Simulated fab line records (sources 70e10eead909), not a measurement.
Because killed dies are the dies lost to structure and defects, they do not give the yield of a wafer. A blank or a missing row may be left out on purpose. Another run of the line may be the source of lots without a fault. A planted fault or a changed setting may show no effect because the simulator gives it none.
Which tool is to blame? -- flow nandHarc -- Sampling: 12 lots, 36 wafers, 6 of 1302 route steps

== WHAT THE GAUGES SHOWED, per wafer ==
NHARC_P_ZERO_WELL_CD_MEAS_52 targets a cd of 2000 nm. Usual: cdNm at 2000.3 nm, with a standard deviation of 2.4.
lot,measured,on,cdNm (nm),flag
L428,day 2 11:29,cdSem-02,2004.1 2001.6 2001.9,
L429,day 2 21:37,cdSem-03,1998.7 2005.6 1998.1,
L431,day 3 17:46,cdSem-03,1998.8 1999.6 2001.3,
L432,day 4 03:41,cdSem-03,2004.0 1997.7 2001.1,
L433,day 4 14:08,cdSem-03,1904.2 1898.0 1902.0,OFF
L434,day 4 23:45,cdSem-01,1996.2 2003.4 2004.7,
L442,day 8 07:43,cdSem-02,1997.7 1997.3 2003.8,
L443,day 8 18:28,cdSem-02,2004.0 1997.2 2001.6,
L445,day 9 13:32,cdSem-02,1998.5 1995.3 2003.7,
L446,day 9 23:58,cdSem-03,2001.6 2000.3 2002.7,
L447,day 10 09:55,cdSem-03,1998.9 1998.1 2000.6,
L450,day 11 15:52,cdSem-02,2000.3 1998.6 2003.0,

NHARC_END_SORT_01. Usual: killedAtArray 61, standard deviation 24; killedAtOther 1.2, standard deviation 1.3; killedAtPeriphery 3.7, standard deviation 2.6; killedDies 66, standard deviation 23; killedOpen 3.3, standard deviation 1.8; killedShort 2.4, standard deviation 1.6.
lot,measured,on,killedAtArray,killedAtOther,killedAtPeriphery,killedDies,killedOpen,killedShort,flag
L442,day 30 13:35,prober-02,75 83,2 0,4 3,81 86,4 3,3 2,

== WHAT TOOL EACH LOT RAN ON (gives the tool, then ch and the chambers of the sampled wafers, and finally the start) ==
lot,NHARC_P_ZERO_WELL_EXPOSE_49,NHARC_P_STI_ETCH_42,NHARC_P_STI_ETCH_31,NHARC_P_STI_CMP_21
L428,"krfScanner-02 ch 0, day 2 11:20","rieDiel-08 ch 1,2,3, day 3 09:26","rieDiel-08 ch 0,1,2, day 4 07:52 or earlier","cmp-03 ch 0,2,3, day 4 07:52"
L429,"krfScanner-03 ch 0, day 2 21:28","rieDiel-09 ch 2,3, day 3 19:50","rieDiel-09 ch 0,2,3, day 4 17:08 or earlier","cmp-04 ch 1,2, day 4 17:08"
L431,"krfScanner-04 ch 0, day 3 17:37","rieDiel-08 ch 0,1,3, day 4 12:18","rieDiel-08 ch 0,2, day 5 08:26 or earlier","cmp-01 ch 0,3, day 5 08:26"
L432,"krfScanner-03 ch 0, day 4 03:32","rieDiel-05 ch 0,2,3, day 4 21:43","rieDiel-05 ch 0,1,2, day 5 15:11 or earlier","cmp-03 ch 0,2,3, day 5 15:11"
L433,"krfScanner-04 ch 0, day 4 13:59","rieDiel-05 ch 0,1,3, day 5 07:28","rieDiel-05 ch 0,1,2, day 6 01:13 or earlier","cmp-04 ch 0,3, day 6 01:13"
L434,"krfScanner-04 ch 0, day 4 23:36","rieDiel-08 ch 1,3, day 5 17:38","rieDiel-08 ch 2,3, day 6 12:27 or earlier","cmp-01 ch 2,3, day 6 12:27"
L442,"krfScanner-02 ch 0, day 8 07:34","rieDiel-05 ch 0,1,3, day 9 03:06","rieDiel-05 ch 1,3, day 10 01:25 or earlier","cmp-03 ch 0,2, day 10 01:25"
L443,"krfScanner-03 ch 0, day 8 18:19","rieDiel-08 ch 1,2, day 9 17:20","rieDiel-08 ch 0,1, day 10 23:16 or earlier","cmp-03 ch 1,2,3, day 10 23:16"
L445,"krfScanner-03 ch 0, day 9 13:23","rieDiel-09 ch 0,1, day 10 06:35","rieDiel-09 ch 0,1,3, day 11 09:30 or earlier","cmp-03 ch 0,1, day 11 09:30"
L446,"krfScanner-04 ch 0, day 9 23:49","rieDiel-05 ch 0,1,3, day 10 23:29","rieDiel-05 ch 0,1, day 11 19:27 or earlier","cmp-03 ch 0,1, day 11 19:27"
L447,"krfScanner-02 ch 0, day 10 09:45","rieDiel-09 ch 0,2,3, day 11 12:40","rieDiel-09 ch 0,1,3, day 12 09:53 or earlier","cmp-01 ch 0,1,2, day 12 09:53"
L450,"krfScanner-04 ch 0, day 11 15:43","rieDiel-08 ch 0,1,3, day 12 08:46","rieDiel-08 ch 0,2,3, day 13 04:15 or earlier","cmp-03 ch 0,2, day 13 04:15"
- NHARC_P_ZERO_WELL_EXPOSE_49: exposes mask P HVPW, target cd 2000 nm.
- NHARC_P_STI_ETCH_42: etches the open film in N2/H2, target depth 80 nm, overetch 24 nm, time 61 s.
- NHARC_P_STI_ETCH_31: etches the open film in CF4/CHF3, target depth 108.9 nm, time 54.5 s.
- NHARC_P_STI_CMP_21: polishes, t overpolish 20 s, target thk 380.67 nm.

== AS READ BY THE TOOLS THEMSELVES (means over the sampled wafers that have a number; for cases with no such wafer, the mark the record gives instead) ==
NHARC_P_STI_ETCH_42. Usual: drypumpMotorCurrentA 5.8 A, standard deviation 0.42; oesProductAu 0.989 a.u., standard deviation 0.011; rfVppV 430.3 V, standard deviation 2.5; showerheadPlenumPTorr 2.04 Torr, standard deviation 0.089; throttleValvePct 14.172 %, standard deviation 0.0092.
lot,tool,drypumpMotorCurrentA (A),oesProductAu (a.u.),rfVppV (V),showerheadPlenumPTorr (Torr),throttleValvePct (%),flag
L428,rieDiel-08,5.7,0.973,430.5,2.06,14.169,
L429,rieDiel-09,5.8,0.988,430.3,2.05,14.171,
L431,rieDiel-08,5.3,0.988,430.0,2.01,14.157,
L432,rieDiel-05,5.9,0.989,430.3,2.03,14.177,
L433,rieDiel-05,5.8,0.985,431.4,2.09,14.164,
L434,rieDiel-08,5.4,1.001,429.2,1.98,14.176,
L442,rieDiel-05,5.8,0.979,432.0,2.09,14.171,
L443,rieDiel-08,5.6,0.988,430.7,2.03,14.172,
L445,rieDiel-09,5.6,1.010,427.1,1.93,14.173,
L446,rieDiel-05,5.9,0.986,432.0,2.09,14.171,
L447,rieDiel-09,6.1,0.988,431.0,2.04,14.172,
L450,rieDiel-08,5.3,0.999,429.5,2.00,14.166,

NHARC_P_STI_ETCH_31. Usual: drypumpMotorCurrentA 5.8 A, standard deviation 0.42; oesProductAu 0.949 a.u., standard deviation 0.019; rfVppV 370.4 V, standard deviation 2.3; showerheadPlenumPTorr 1.57 Torr, standard deviation 0.064; throttleValvePct 16.803 %, standard deviation 0.011.
lot,tool,drypumpMotorCurrentA (A),oesProductAu (a.u.),rfVppV (V),showerheadPlenumPTorr (Torr),throttleValvePct (%),flag
L428,rieDiel-08,5.5,0.965,370.9,1.59,16.798,
L429,rieDiel-09,6.0,0.971,369.5,1.58,16.806,
L431,rieDiel-08,5.8,0.957,372.6,1.64,16.789,
L432,rieDiel-05,5.9,0.955,371.2,1.57,16.802,
L433,rieDiel-05,5.9,0.949,369.8,1.57,16.793,
L434,rieDiel-08,5.8,0.942,372.3,1.60,16.798,
L442,rieDiel-05,6.1,0.945,371.5,1.61,16.803,
L443,rieDiel-08,5.2,0.953,369.3,1.53,16.802,
L445,rieDiel-09,5.8,0.970,370.4,1.55,16.809,
L446,rieDiel-05,5.9,0.955,372.1,1.61,16.800,
L447,rieDiel-09,5.8,0.926,369.5,1.55,16.826,
L450,rieDiel-08,5.6,0.935,371.4,1.60,16.813,

NHARC_P_STI_CMP_21. Usual: motorCurrentA 12.7 A, standard deviation 1.4; overpolishRunS 19.999 s, standard deviation 0.0086.
lot,tool,motorCurrentA (A),overpolishRunS (s),flag
L428,cmp-03,12.2,20.001,
L429,cmp-04,13.3,20.002,
L431,cmp-01,12.9,19.999,
L432,cmp-03,12.0,20.002,
L433,cmp-04,11.3,20.006,
L434,cmp-01,13.7,19.996,
L442,cmp-03,12.9,19.996,
L443,cmp-03,12.4,19.999,
L445,cmp-03,13.7,19.997,
L446,cmp-03,13.7,20.008,
L447,cmp-01,11.6,19.992,
L450,cmp-03,13.1,20.002,

== THE ANSWER, worked out from the rows above alone ==
Rule: take the mean of a lot's wafers that have a number; if it is more than 3 standard deviations from the usual mean, the lot is off. Also off: a lot with no number at a reading for which 4 or more lots have one. The other lots that the step has rows for count as sound. Order of review: gauges by route order, followed by the tools' own readings, for which a lot's mean as printed above is used. The first step at which some lot is off is used, and at that step the reading that is off furthest; a lot without a number counts as furthest.
Off: L433 (NHARC_P_ZERO_WELL_CD_MEAS_52, cdNm).
If a tool, at a process step before that reading, ran all the lots that are off and no sound lot after the first of them, it fits. Gauges at NHARC_P_ZERO_WELL_CD_MEAS_52: tried the same way as those tools. Not one of the candidates tried fits.

== WHAT HAD BEEN PUT IN BY THE SIMULATOR ==
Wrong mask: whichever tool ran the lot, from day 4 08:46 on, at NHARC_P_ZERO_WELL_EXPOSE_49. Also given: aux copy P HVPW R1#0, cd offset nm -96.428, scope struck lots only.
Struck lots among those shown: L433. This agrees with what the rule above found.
